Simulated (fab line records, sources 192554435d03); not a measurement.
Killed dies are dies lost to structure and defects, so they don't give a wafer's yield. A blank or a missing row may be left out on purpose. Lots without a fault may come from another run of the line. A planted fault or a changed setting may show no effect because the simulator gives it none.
Split-lot experiment | flow n5_finfet | 7 lots, 21 wafers read, on a route of 1938 steps

THE SPLIT
At N5_FIN_SAQP_EXPOSE_13 (exposes mask FIN CORE, target cd 35.6 nm), the setting dose_mj was moved away from the recipe's 63.25 on 7 of the 21 wafers read, by -4.9% to +4.8%. The other wafers ran this setting at the recipe's value.

FROM THE SPLIT TO THE READING: what the file shows between them, 1 step
- N5_FIN_SAQP_DEVELOP_15: develop time 30 s (also split here: develop_time_s)

THE READING
cd_nm, in nm, at N5_FIN_SAQP_CD_MEAS_16 (target cd 35.6 nm). Fault-free wafers of this fab line usually give 35.6 nm, standard deviation 0.35 nm.

wafer  | tool, chamber at the split | dose_mj as run | against the recipe | cd_nm, nm | against lot-mates on the recipe
L074.1 | arfi_scanner-01, 0         | 63.25          | recipe             | 35.5      | -
L074.3 | arfi_scanner-01, 0         | 61.37          | -3.0%              | 37.2      | +1.7
L074.6 | arfi_scanner-01, 0         | 61.37          | -3.0%              | 36.5      | +1.0
L080.1 | arfi_scanner-02, 0         | 63.25          | recipe             | 35.6      | -
L080.2 | arfi_scanner-02, 0         | 63.25          | recipe             | 35.7      | -
L080.6 | arfi_scanner-02, 0         | 66.28          | +4.8%              | 34.5      | -1.2
L087.2 | arfi_scanner-03, 0         | 63.25          | recipe             | 35.1      | -
L087.4 | arfi_scanner-03, 0         | 63.25          | recipe             | 35.4      | -
L087.5 | arfi_scanner-03, 0         | 63.25          | recipe             | 35.6      | -
L088.2 | arfi_scanner-01, 0         | 65.55          | +3.6%              | 34.4      | -1.4
L088.5 | arfi_scanner-01, 0         | 63.25          | recipe             | 35.8      | -
L088.6 | arfi_scanner-01, 0         | 63.25          | recipe             | 35.8      | -
L090.1 | arfi_scanner-03, 0         | 63.25          | recipe             | 36.0      | -
L090.3 | arfi_scanner-03, 0         | 63.25          | recipe             | 35.5      | -
L090.6 | arfi_scanner-03, 0         | 63.25          | recipe             | 35.9      | -
L093.1 | arfi_scanner-01, 0         | 63.25          | recipe             | 35.5      | -
L093.4 | arfi_scanner-01, 0         | 63.25          | recipe             | 36.0      | -
L093.6 | arfi_scanner-01, 0         | 60.18          | -4.9%              | 37.0      | +1.2
L095.3 | arfi_scanner-02, 0         | 65.6           | +3.7%              | 34.9      | -1.1
L095.4 | arfi_scanner-02, 0         | 65.6           | +3.7%              | 34.8      | -1.2
L095.6 | arfi_scanner-02, 0         | 63.25          | recipe             | 36.0      | -

THE FIT
A straight line over all 21 wafers: cd_nm changes by -0.286 nm for each +1% of dose_mj; r = -0.92; the points scatter about the line by 0.28 nm.
The same after taking each lot's own level away (the mean of its wafers on the recipe; 21 wafers): -0.318 nm for each +1%; r = -0.95; scatter 0.26 nm.
On that fit, the largest move of dose_mj shifts the reading by 1.5 nm.
The lots' own levels span 35.37 to 36.00 nm, that is 1.8 times the standard deviation above.
So the lot-to-lot level changes the slope: the two fits differ.
Check: with one of the wafers moved furthest among these (-4.9%) left out of the fit, the line predicts +1.72 nm for it against its lot-mates. It came out at +1.25 nm against them.

OTHER SPLITS ON THESE WAFERS
These wafers also went through other splits before the reading. Each is held against what the fit with the lots' levels taken away leaves over:
other split on the same wafers            | wafers away from the commonest value | r with cd_nm (lot level and that fit taken away)
N5_PMOS_HMC_CHANNEL_EPI_COAT_03 spin_rpm  | 4                                    | +0.03
N5_PMOS_HMC_CHANNEL_EPI_EXPOSE_06 dose_mj | 6                                    | -0.16
N5_FIN_SAQP_DEVELOP_15 develop_time_s     | 2                                    | -0.22

THE FILE'S OWN FIT
cd_nm changes by -0.302 nm for each +1% of dose_mj, r = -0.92.
